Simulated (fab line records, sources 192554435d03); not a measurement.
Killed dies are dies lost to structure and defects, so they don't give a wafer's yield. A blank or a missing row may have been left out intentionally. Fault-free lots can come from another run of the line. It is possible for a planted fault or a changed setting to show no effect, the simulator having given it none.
Chamber matching || flow n5 finfet || N5_BEOL_M6_ALD_77 on ald metal-04 has 4 sister chambers
The step deposits TaN, target thk 2 nm, pulse time 2 s, purge time 3 s. 8 wafers are shown with their chamber, then 12 later ones without.

## WAFERS WITH THEIR CHAMBER
{"wafer": "L084.1", "chamber": 3, "heater power w (W)": 387, "precursor vessel temp c (C)": 74.88}
{"wafer": "L088.2", "chamber": 0, "heater power w (W)": 419, "precursor vessel temp c (C)": 75.01}
{"wafer": "L087.2", "chamber": 2, "heater power w (W)": 425, "precursor vessel temp c (C)": 74.91}
{"wafer": "L087.4", "chamber": 0, "heater power w (W)": 428, "precursor vessel temp c (C)": 74.99}
{"wafer": "L087.6", "chamber": 1, "heater power w (W)": 435, "precursor vessel temp c (C)": 75.36}
{"wafer": "L091.2", "chamber": 2, "heater power w (W)": 429, "precursor vessel temp c (C)": 74.90}
{"wafer": "L091.3", "chamber": 1, "heater power w (W)": 415, "precursor vessel temp c (C)": 75.02}
{"wafer": "L091.4", "chamber": 3, "heater power w (W)": 376, "precursor vessel temp c (C)": 74.99}

## WAFERS WITHOUT THEIR CHAMBER
{"wafer": "L094.2", "heater power w (W)": 403, "precursor vessel temp c (C)": 75.11}
{"wafer": "L094.5", "heater power w (W)": 428, "precursor vessel temp c (C)": 75.20}
{"wafer": "L094.6", "heater power w (W)": 444, "precursor vessel temp c (C)": 75.12}
{"wafer": "L093.2", "heater power w (W)": 418, "precursor vessel temp c (C)": 74.93}
{"wafer": "L093.4", "heater power w (W)": 392, "precursor vessel temp c (C)": 75.30}
{"wafer": "L093.6", "heater power w (W)": 419, "precursor vessel temp c (C)": 74.93}
{"wafer": "L096.1", "heater power w (W)": 427, "precursor vessel temp c (C)": 74.99}
{"wafer": "L096.2", "heater power w (W)": 431, "precursor vessel temp c (C)": 74.87}
{"wafer": "L096.3", "heater power w (W)": 386, "precursor vessel temp c (C)": 74.94}
{"wafer": "L097.1", "heater power w (W)": 429, "precursor vessel temp c (C)": 74.98}
{"wafer": "L097.4", "heater power w (W)": 429, "precursor vessel temp c (C)": 74.90}
{"wafer": "L097.5", "heater power w (W)": 426, "precursor vessel temp c (C)": 74.80}

## EACH ONE'S CHAMBER
{"wafer": "L094.2", "from the rows above": "can't be placed: 0 or 1 or 3 or 2", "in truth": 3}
{"wafer": "L094.5", "from the rows above": "can't be placed: 1 or 0 or 2", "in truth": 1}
{"wafer": "L094.6", "from the rows above": "can't be placed: 1 or 0 or 2", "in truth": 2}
{"wafer": "L093.2", "from the rows above": "can't be placed: 0 or 2 or 1", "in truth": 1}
{"wafer": "L093.4", "from the rows above": "can't be placed: 3 or 1 or 0 or 2", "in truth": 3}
{"wafer": "L093.6", "from the rows above": "can't be placed: 0 or 2 or 1", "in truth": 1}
{"wafer": "L096.1", "from the rows above": "can't be placed: 0 or 2 or 1", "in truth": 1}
{"wafer": "L096.2", "from the rows above": "can't be placed: 2 or 0", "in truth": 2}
{"wafer": "L096.3", "from the rows above": 3, "in truth": 3}
{"wafer": "L097.1", "from the rows above": "can't be placed: 2 or 0 or 1", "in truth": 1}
{"wafer": "L097.4", "from the rows above": "can't be placed: 2 or 0", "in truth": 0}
{"wafer": "L097.5", "from the rows above": "can't be placed: 2 or 0", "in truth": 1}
Correctly placed: 1 of 12. From these rows, 11 cannot be placed; in 10 the true chamber is one of the candidates. Number placed wrongly: 0.
How it was worked out, from the rows above alone: a wafer's distance from a chamber is the root of the sum, over the readings, of the square of ((its reading less the chamber's mean) divided by the reading's scatter). The wafer belongs to the nearest chamber; if the next one is less than 2 further off, it can't be placed. The mean given for a chamber averages the wafers shown for that chamber. The scatter: take each reading less its chamber's mean, square it, sum over the shown wafers, divide by the number of wafers less the number of chambers, and take the root.
